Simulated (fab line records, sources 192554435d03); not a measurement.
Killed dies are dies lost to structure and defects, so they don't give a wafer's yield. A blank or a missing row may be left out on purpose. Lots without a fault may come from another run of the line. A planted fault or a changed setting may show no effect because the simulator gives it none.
fab line records | flow n5_finfet
record lots=7 wafers=18 last_day=17
route steps=1938 shown BEOL_M4@1094 PASSIVATION@1936
lots that met no fault: from a run of the same line without faults
start_h: hours from the record's first day to the start of the lot's first wafer shown | wait_h: hours since the lot's step before | " the same as in the row above | L1.1+2: a row that stands for several wafers | - no value, or no start given | * or withheld: withheld | < > ~ a bound
route shown NAME@n: a module of which the file shows steps, and the number in the route of the first | usual: mean/standard deviation of fault-free wafers | same: alike in all rows | chamber/n: place in a boat | sites: the reading at each site | _std_site: their standard deviation | _edge_site: outer sites' mean less inner sites' | radius_mm: how far each site lies from the wafer's centre | mask NAME#n: copy n | behind: the tool/chamber that last shaped the wafer | hold: why the lot was held/for how many hours/how that ended | device: the transistor (n, p or np) that didn't switch | end of line: the same wafers' tests at the end of the route | a step without rows: its recipe alone | killed: dies lost to structure and defects at the first sort, not the wafer's yield | map: a wafer's dies, x killed, . not, _ none there
set.NAME: the setting as run; set.NAME@STEP: as run at that earlier step | model.NAME: the simulator's own value behind a step, which no gauge read
lots at some steps of the route; a table a step, a row a wafer
services: from which hour (start_h, from the record's first day; less than 0 if before it) a tool's chamber was out of use, for how many hours, and why
## steps
# step N5_BEOL_M4_SPUTTER_90
# recipe material=Cu target_thk_a=45 temp_c=-20 chamber_pressure_pa=0.07 power_w=withheld time_s=8.29
# step N5_BEOL_M4_ANNEAL_91
# recipe temp_c=400 time_s=240 ambient=vacuum
# usual heater_power_w=820/67
# same time_s=240
# columns lot.wafer tool chamber start_h wait_h heater_power_w
L218.1 pvd_sputter-03 - 171.11 0.0 759
L218.2 " - " " 941
L218.3 " - " " 742
L224.1 pvd_sputter-01 - 205.53 0.0 785
L224.3 " - " " 780
L224.6 " - " " 825
L227.1 pvd_sputter-03 - 247.48 0.0 928
L227.2 " - " " 786
L227.6 " - " " 791
L228.1 pvd_sputter-03 - 250.61 0.0 776
L228.2 " - " " 769
L228.3 " - " " 907
L235.4 pvd_sputter-03 - 273.49 0.0 769
L235.5 " - " " 926
L233.5 pvd_sputter-03 - 277.98 0.1 771
L233.6 " - " " 755
L236.1 pvd_sputter-02 - 296.19 0.0 791
L236.6 " - " " 780
# step N5_BEOL_M4_SPUTTER_92
# recipe material=Cu target_thk_a=45 temp_c=-20 chamber_pressure_pa=0.07 power_w=withheld time_s=8.29
# usual throttle_valve_pct=29.9/1.2
# same time_s=8.29
# columns lot.wafer tool chamber start_h wait_h throttle_valve_pct
L218.1 pvd_sputter-03 - 171.25 0.1 29.5
L218.2 " - " " 28.9
L218.3 " - " " 28.5
L224.1 pvd_sputter-01 - 205.67 0.1 30.0
L224.3 " - " " 31.0
L224.6 " - " " 27.8
L227.1 pvd_sputter-03 - 247.62 0.1 29.0
L227.2 " - " " 28.9
L227.6 " - " " 29.5
L228.1 pvd_sputter-03 - 250.75 0.1 30.9
L228.2 " - " " 29.1
L228.3 " - " " 28.9
L235.4 pvd_sputter-03 - 273.63 0.1 28.5
L235.5 " - " " 28.8
L233.5 pvd_sputter-03 - 278.09 0.0 29.6
L233.6 " - " " 28.9
L236.1 pvd_sputter-02 - 296.33 0.1 31.6
L236.6 " - " " 31.7
# step N5_BEOL_M4_ANNEAL_93
# recipe temp_c=400 time_s=240 ambient=vacuum
# usual heater_power_w=819/69
# same time_s=240
# columns lot.wafer tool chamber start_h wait_h heater_power_w
L218.1 pvd_sputter-03 - 171.33 0.0 772
L218.2 " - " " 923
L218.3 " - " " 778
L224.1 pvd_sputter-01 - 205.75 0.0 787
L224.3 " - " " 760
L224.6 " - " " 813
L227.1 pvd_sputter-03 - 247.70 0.0 929
L227.2 " - " " 769
L227.6 " - " " 764
L228.1 pvd_sputter-03 - 250.83 0.0 783
L228.2 " - " " 767
L228.3 " - " " 926
L235.4 pvd_sputter-03 - 273.71 0.0 777
L235.5 " - " " 932
L233.5 pvd_sputter-03 - 278.20 0.1 771
L233.6 " - " " 786
L236.1 pvd_sputter-02 - 296.41 0.0 785
L236.6 " - " " 790
# step N5_BEOL_M4_SPUTTER_94
# recipe material=Cu target_thk_a=45 temp_c=-20 chamber_pressure_pa=0.07 power_w=withheld time_s=8.29
# step N5_BEOL_M4_ANNEAL_95
# recipe temp_c=400 time_s=240 ambient=vacuum
# step N5_BEOL_M4_SPUTTER_96
# recipe material=Cu target_thk_a=45 temp_c=-20 chamber_pressure_pa=0.07 power_w=withheld time_s=8.29
# step N5_BEOL_M4_ECD_50
# recipe material=Cu target_thk_a=3000
# step N5_BEOL_M4_ANNEAL_51
# recipe temp_c=225 time_s=90 ambient=N2
# step N5_BEOL_M4_CMP_52
# recipe stop_on=SiOC t_overpolish_s=6.8 down_force_psi=1 platen_rpm=50 clearing_platen_down_force_psi=1.5 clearing_platen_rpm=50 post_cmp_clean=cu_alkaline target_thk_nm=40 clearing_platen_pad_velocity_m_s=0.99484 pad_velocity_m_s=0.99484
# usual barrier_field_endpoint_s=24.6/0.63 motor_current_A=5.8/0.61 overpolish_run_s=6.801/0.0081 time_to_endpoint_s=62/3.1
# columns lot.wafer tool chamber start_h wait_h barrier_field_endpoint_s motor_current_A overpolish_run_s time_to_endpoint_s
L218.1 cmp-04 3 177.53 0.3 23.7 5.9 6.795 58
L218.2 " 0 " " 23.8 5.0 6.803 62
L218.3 " 2 " " 23.7 6.3 6.811 58
L224.3 cmp-04 1 206.61 0.2 25.1 5.3 6.811 61
L224.1 " 0 " " 23.8 4.6 6.810 60
L224.6 " 2 " " 25.0 6.5 6.800 62
L227.1 cmp-04 0 248.88 0.5 24.4 5.0 6.819 62
L227.2 " 2 " " 24.7 6.5 6.800 62
L227.6 " 0 " " 24.5 4.8 6.790 61
L228.2 cmp-04 2 251.68 0.2 24.5 6.3 6.796 61
L228.1 " 3 " " 25.1 6.1 6.806 64
L228.3 " 1 " " 24.7 5.3 6.798 66
L235.4 cmp-02 2 274.57 0.1 24.5 5.4 6.791 59
L235.5 " 3 " " 25.0 6.2 6.811 60
L233.5 cmp-04 2 279.14 0.2 25.1 6.7 6.806 60
L233.6 " 3 " " 24.8 5.7 6.804 58
L236.1 cmp-04 1 297.43 0.4 25.2 5.5 6.802 67
L236.6 " 3 " " 24.6 5.8 6.799 62
# step N5_BEOL_M4_THK_MEAS_53
# recipe thk_meas_gauge=xrf reads=Cu_of_BEOL_M4_ECD_50
# usual M4_THK=38.3/1.5
# columns lot.wafer tool chamber start_h wait_h M4_THK[nm]
L218.1 film_metro-01 - 177.82 - 37.6
L218.2 " - " " 36.1
L218.3 " - " " 36.6
L224.1 film_metro-02 - 206.90 - 38.1
L224.3 " - " " 40.2
L224.6 " - " " 37.3
L227.1 film_metro-01 - 249.18 - 39.1
L227.2 " - " " 37.0
L227.6 " - " " 36.5
L228.1 film_metro-02 - 251.97 - 39.1
L228.2 " - " " 37.7
L228.3 " - " " 38.5
L235.4 film_metro-02 - 274.86 - 36.1
L235.5 " - " " 37.1
L233.5 film_metro-01 - 279.28 - 36.5
L233.6 " - " " 36.9
L236.1 film_metro-01 - 297.61 - 38.3
L236.6 " - " " 37.2
# step N5_BEOL_M4_PRE_CLEAN_60
# recipe gas=NH3/H2 time_s=15 temp_c=* rf_power_w=300
# usual heater_power_w=75/14
# same time_s=15
# columns lot.wafer tool chamber start_h wait_h heater_power_w
L218.1 cvd_co-01 0 177.86 0.0 77
L218.2 " 1 " " 92
L218.3 " 2 " " 62
L224.1 cvd_co-02 1 206.94 0.0 87
L224.3 " 2 " " 52
L224.6 " 0 " " 77
L227.1 cvd_co-02 1 249.73 0.6 86
L227.2 " 2 " " 52
L227.6 " 2 " " 51
L228.1 cvd_co-01 0 252.01 0.0 78
L228.2 " 1 " " 93
L228.3 " 2 " " 61
L235.4 cvd_co-01 1 274.93 0.1 93
L235.5 " 0 " " 78
L233.5 cvd_co-01 2 279.34 0.1 64
L233.6 " 1 " " 94
L236.1 cvd_co-01 1 297.64 0.0 94
L236.6 " 1 " " 92
# step N5_BEOL_M4_CO_CAP_55
# recipe material=Co target_thk_a=20 temp_c=200 precursor=CCTBA/H2 pressure_torr=30 time_s=102.1
# usual heater_power_w=224/18 run_length_s=125.0/0.5
# columns lot.wafer tool chamber start_h wait_h heater_power_w run_length_s model.Co_of_BEOL_M4_CO_CAP_55.thk_nm
L218.1 cvd_co-01 0 177.90 0.0 224 124.1 2
L218.2 " 1 " " 243 125.7 2.2
L218.3 " 2 " " 207 125.6 2.2
L224.1 cvd_co-02 1 206.98 0.0 232 125.2 2
L224.3 " 2 " " 198 125.0 2
L224.6 " 0 " " 226 125.0 2
L227.1 cvd_co-02 1 249.79 0.0 232 125.2 2
L227.2 " 2 " " 192 124.2 2
L227.6 " 2 " " 192 124.4 2
L228.1 cvd_co-01 0 252.05 0.0 229 124.5 1.8
L228.2 " 1 " " 244 125.8 2.2
L228.3 " 2 " " 211 125.0 2
L235.4 cvd_co-01 1 274.99 0.0 243 125.2 2.2
L235.5 " 0 " " 233 176.6 2.8
L233.5 cvd_co-01 2 279.39 0.0 209 177.3 3
L233.6 " 1 " " 253 177.6 3.2
L236.1 cvd_co-01 1 297.68 0.0 252 125.7 2
L236.6 " 1 " " 249 177.7 3.2
# step N5_BEOL_M4_PRE_CLEAN_56
# recipe gas=NH3 time_s=15 temp_c=withheld rf_power_w=300
# step N5_BEOL_M4_RC_MEAS_101
# usual DIBL_N=36.1/1.7 DIBL_P=35.9/2.1 IOFF_N=0.154/0.029 IOFF_P=0.21/0.035 ION_N=673/10 ION_P=463/7.5 SS_N=71.6/0.59 SS_P=73.2/0.69 VT_N=250.5/2.9 VT_P=-250/3.2
# columns lot.wafer tool chamber start_h wait_h DIBL_N[mV/V] DIBL_P[mV/V] IOFF_N[nA/um] IOFF_P[nA/um] ION_N[uA/um] ION_P[uA/um] SS_N[mV/dec] SS_P[mV/dec] VT_N[mV] VT_P[mV]
L218.1 prober-02 0 178.14 0.0 38.8 40.8 0.206 0.29 688 477 72.9 74.4 246.4 -248
L218.2 " 0 " " 36.0 37.0 0.137 0.21 660 456 71.6 73.6 254.4 -249
L218.3 " 0 " " 34.7 36.3 0.130 0.21 668 463 71.8 72.8 251.9 -250
L224.1 prober-01 0 207.21 0.0 34.7 35.5 0.158 0.22 677 468 71.4 73.6 247.6 -248
L224.3 " 0 " " 35.5 35.1 0.150 0.21 676 466 71.7 73.5 251.1 -249
L224.6 " 0 " " 34.0 34.5 0.138 0.21 678 474 71.1 73.0 251.7 -247
L227.1 prober-01 0 250.06 0.0 36.1 36.1 0.155 0.20 684 470 71.7 73.4 249.8 -252
L227.2 " 0 " " 35.0 33.9 0.130 0.17 680 461 71.5 73.2 251.6 -255
L227.6 " 0 " " 36.6 36.6 0.167 0.20 672 460 71.7 74.3 248.1 -253
L228.1 prober-02 0 252.32 0.0 32.2 32.1 0.111 0.18 662 463 70.8 72.2 254.5 -250
L228.2 " 0 " " 32.6 32.9 0.118 0.19 665 465 70.9 72.4 253.3 -250
L228.3 " 0 " " 30.1 28.6 0.084 0.14 651 453 70.6 71.7 258.1 -254
L235.4 prober-01 0 275.69 0.5 36.2 35.9 0.151 0.20 672 464 72.2 72.6 250.9 -253
L235.5 " 0 " " 35.5 34.4 0.138 0.19 678 468 72.2 73.1 253.4 -252
L233.5 prober-01 0 280.21 0.6 34.5 34.2 0.114 0.18 660 464 70.6 72.5 252.4 -249
L233.6 " 0 " " 35.7 36.7 0.142 0.22 679 471 71.7 73.3 250.7 -248
L236.1 prober-01 0 297.92 0.0 36.3 37.0 0.157 0.20 681 462 71.3 73.8 250.4 -251
L236.6 " 0 " " 39.2 41.0 0.226 0.27 691 472 71.8 74.1 244.4 -246
# step N5_PASSIVATION_PROBE_49
# usual defect_limited_yield=91.3/1.4 killed_at_M0_to_M3=34/9.2 killed_at_M4_up=13/5.3 killed_at_contacts=12/6 killed_at_front_end=39/12 killed_at_other=4/3.3 killed_dies=102/17 killed_open=67/12 killed_short=34/7.4 sort_bin_5_function=5.1/1 sort_bin_6_memory=3.2/0.6 sort_bin_8_speed=0.00/0.007 sort_n_pass=1078/17 sort_yield_pct=91.3/1.4
# same gross_dies=1180 killed_at_back_side=0 sort_bin_4_leakage[%]=0
# columns lot.wafer tool chamber start_h wait_h defect_limited_yield[%] killed_at_M0_to_M3 killed_at_M4_up killed_at_contacts killed_at_front_end killed_at_other killed_dies killed_open killed_short sort_bin_5_function[%] sort_bin_6_memory[%] sort_bin_8_speed[%] sort_n_pass sort_yield_pct[%]
L218.1 prober-02 - 280.20 0.0 92.0 12 18 23 40 1 94 62 32 4.7 3.1 0 1086 92.0
L218.2 prober-02 - 280.25 0.1 89.5 56 15 14 29 10 124 82 35 5.5 4.2 0 1056 89.5
L218.3 prober-02 - 280.30 0.1 89.3 45 30 20 25 6 126 89 37 6.9 3.3 0 1054 89.3
L224.1 prober-01 - 316.82 0.1 89.1 33 10 20 60 6 129 82 45 6.3 4.1 0 1051 89.1
L224.3 prober-01 - 316.92 0.2 90.9 43 8 10 46 0 107 73 31 5.0 4.1 0 1073 90.9
L224.6 prober-01 - 317.07 0.3 90.3 36 13 12 53 1 115 73 41 6.0 3.3 0 1065 90.3
L227.1 prober-01 - 365.06 0.0 90.8 28 19 14 47 0 108 71 37 5.3 3.3 0 1072 90.8
L227.2 prober-01 - 365.11 0.1 89.2 35 17 9 64 2 127 68 50 5.8 3.7 0 1053 89.2
L227.6 prober-01 - 365.31 0.3 91.0 24 15 18 48 1 106 58 47 5.3 3.2 0 1074 91.0
L235.5 prober-01 - 379.89 0.2 91.4 47 13 16 24 1 101 66 35 4.8 3.4 0 1079 91.4
L233.5 prober-02 - 380.96 0.2 90.8 37 9 11 49 3 109 70 36 5.4 3.1 0 1071 90.8
L233.6 prober-02 - 381.01 0.3 91.9 35 9 14 37 1 96 59 36 4.7 3.1 0 1084 91.9
L236.1 prober-01 - 406.92 0.0 89.6 24 19 22 55 3 123 87 34 6.9 3.3 0 1057 89.6
L236.6 prober-01 - 407.17 0.3 90.0 49 13 25 24 7 118 86 29 6.4 3.4 0 1062 90.0
# killed by level:class
L218.1 MOL_CONTACT_COAG:geometric_particle:open=18 FIN_SAQP:geometric_particle:short=15 BEOL_M4:geometric_particle:open=10 FIN_SAQP:geometric_particle:open=5 MOL_CONTACT_COAG:geometric_particle:short=5 BEOL_M2:geometric_particle:open=5 STARTING-WAFER:geometric_particle:open=5 BEOL_M0_SAQP:geometric_particle:open=4
L218.2 BEOL_M2:geometric_particle:open=16 MOL_CONTACT_COAG:geometric_particle:open=11 BEOL_M0_SAQP:geometric_particle:open=11 BEOL_M0_SAQP:geometric_particle:short=9 BEOL_M1:geometric_particle:open=8 HKMG_FIN:area_etch=7 FIN_SAQP:geometric_particle:open=5 BEOL_M2:geometric_particle:short=5
L218.3 BEOL_M4:geometric_particle:open=17 MOL_CONTACT_COAG:geometric_particle:open=15 BEOL_M2:geometric_particle:open=15 BEOL_M0_SAQP:geometric_particle:short=7 STI_FIN_REVEAL:geometric_particle:open=6 FIN_SAQP:geometric_particle:open=5 MOL_CONTACT_COAG:geometric_particle:short=5 BEOL_M3:geometric_particle:open=5
L224.1 STI_FIN_REVEAL:geometric_particle:open=21 MOL_CONTACT_COAG:geometric_particle:open=17 BEOL_M0_SAQP:geometric_particle:short=11 STI_FIN_REVEAL:geometric_particle:short=10 DUMMY_GATE:geometric_particle:open=9 BEOL_M0_SAQP:geometric_particle:open=9 DUMMY_GATE:geometric_particle:short=4 BEOL_M4:geometric_particle:open=4
L224.3 BEOL_M0_SAQP:geometric_particle:open=17 STI_FIN_REVEAL:geometric_particle:open=13 BEOL_M0_SAQP:geometric_particle:short=10 MOL_CONTACT_COAG:geometric_particle:open=9 FIN_SAQP:geometric_particle:short=8 DUMMY_GATE:geometric_particle:open=5 BEOL_M2:geometric_particle:open=5 BEOL_M3:geometric_particle:open=5
L224.6 STI_FIN_REVEAL:geometric_particle:open=17 MOL_CONTACT_COAG:geometric_particle:open=10 FIN_SAQP:geometric_particle:short=9 BEOL_M0_SAQP:geometric_particle:open=8 BEOL_M0_SAQP:geometric_particle:short=8 BEOL_M1:geometric_particle:open=7 BEOL_M2:geometric_particle:open=6 GATE_CUT:geometric_particle:short=5
L227.1 MOL_CONTACT_COAG:geometric_particle:open=13 FIN_SAQP:geometric_particle:short=12 BEOL_M3:geometric_particle:open=10 FIN_SAQP:geometric_particle:open=8 BEOL_M4:geometric_particle:short=8 STI_FIN_REVEAL:geometric_particle:open=5 ILD0:geometric_particle:open=5 STARTING-WAFER:geometric_particle:open=5
L227.2 FIN_SAQP:geometric_particle:short=13 FIN_SAQP:geometric_particle:open=11 STI_FIN_REVEAL:geometric_particle:open=9 HKMG_FIN:area_etch=9 STARTING-WAFER:geometric_particle:short=8 BEOL_M4:geometric_particle:short=7 MOL_CONTACT_COAG:geometric_particle:open=6 ILD0:geometric_particle:open=5
L227.6 FIN_SAQP:geometric_particle:short=21 MOL_CONTACT_COAG:geometric_particle:open=15 FIN_SAQP:geometric_particle:open=10 STI_FIN_REVEAL:geometric_particle:open=5 BEOL_M0_SAQP:geometric_particle:short=5 BEOL_M3:geometric_particle:open=4 MOL_CONTACT_COAG:geometric_particle:short=3 ILD0:geometric_particle:open=3
L235.5 MOL_CONTACT_COAG:geometric_particle:open=15 BEOL_M0_SAQP:geometric_particle:short=12 BEOL_M3:geometric_particle:open=9 BEOL_M1:geometric_particle:open=7 BEOL_M4:geometric_particle:open=7 BEOL_M2:geometric_particle:open=6 STI_FIN_REVEAL:geometric_particle:open=5 BEOL_M0_SAQP:geometric_particle:open=5
L233.5 FIN_SAQP:geometric_particle:open=10 MOL_CONTACT_COAG:geometric_particle:open=10 BEOL_M3:geometric_particle:open=9 DUMMY_GATE:geometric_particle:open=8 GATE_CUT:geometric_particle:short=8 BEOL_M0_SAQP:geometric_particle:short=6 STARTING-WAFER:geometric_particle:short=5 BEOL_M0_SAQP:geometric_particle:open=5
L233.6 BEOL_M1:geometric_particle:short=13 MOL_CONTACT_COAG:geometric_particle:open=12 FIN_SAQP:geometric_particle:open=8 BEOL_M1:geometric_particle:open=7 DUMMY_GATE:geometric_particle:open=6 BEOL_M4:geometric_particle:open=6 GATE_CUT:geometric_particle:short=5 FIN_SAQP:geometric_particle:short=4
L236.1 MOL_CONTACT_COAG:geometric_particle:open=20 FIN_SAQP:geometric_particle:open=18 BEOL_M4:geometric_particle:open=11 FIN_SAQP:geometric_particle:short=10 STI_FIN_REVEAL:geometric_particle:open=10 BEOL_M1:geometric_particle:open=5 BEOL_M0_SAQP:geometric_particle:open=4 BEOL_M0_SAQP:geometric_particle:short=4
L236.6 MOL_CONTACT_COAG:geometric_particle:open=20 BEOL_M2:geometric_particle:open=13 BEOL_M1:geometric_particle:open=12 FIN_SAQP:geometric_particle:open=9 BEOL_M0_SAQP:geometric_particle:open=9 FIN_SAQP:geometric_particle:short=8 BEOL_M3:geometric_particle:open=7 BEOL_M4:geometric_particle:open=6
## services
# columns tool chamber start_h hours kind
cvd_co-02 - 154.28 1.4 repair
cvd_co-02 - 155.69 6.9 pm
cvd_co-02 - 178.38 0.4 repair
pvd_sputter-01 - 182.92 8.3 repair
cmp-04 - 231.82 1.6 repair
cmp-02 - 233.52 6.2 pm
cvd_co-02 0 248.61 5.7 repair
cvd_co-01 - 250.17 1.0 repair
cmp-02 - 256.17 4.0 pm
cmp-02 - 260.17 - consumable_replace:conditioner
cmp-02 - 260.17 - consumable_replace:pad
cmp-04 - 266.31 4.0 pm
cvd_co-02 - 269.89 2.8 pm
cmp-04 - 270.31 - consumable_replace:conditioner
cmp-04 - 270.31 - consumable_replace:pad
cmp-04 - 284.64 4.7 pm
## key
first_sign step=N5_BEOL_M4_CO_CAP_55 reading=run_length_s direction=up sigmas=99+ usual=* struck=*
effect none on later readings
model_effect step=N5_BEOL_M4_CO_CAP_55 value=Co_of_BEOL_M4_CO_CAP_55.thk_nm without=2 struck=3.05
met_at N5_BEOL_M4_CO_CAP_55
struck_wafers L233.5,L233.6,L235.5,L236.6
onset_between 252.05 274.99
fault kind=process_parameter_drift tool=cvd_co-01 chamber=- onset_h=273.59 steps=N5_BEOL_M4_CO_CAP_55 channel=time_s offset=* shape=step end_h=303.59 scope=struck_wafers_only acts_in=* stated=*
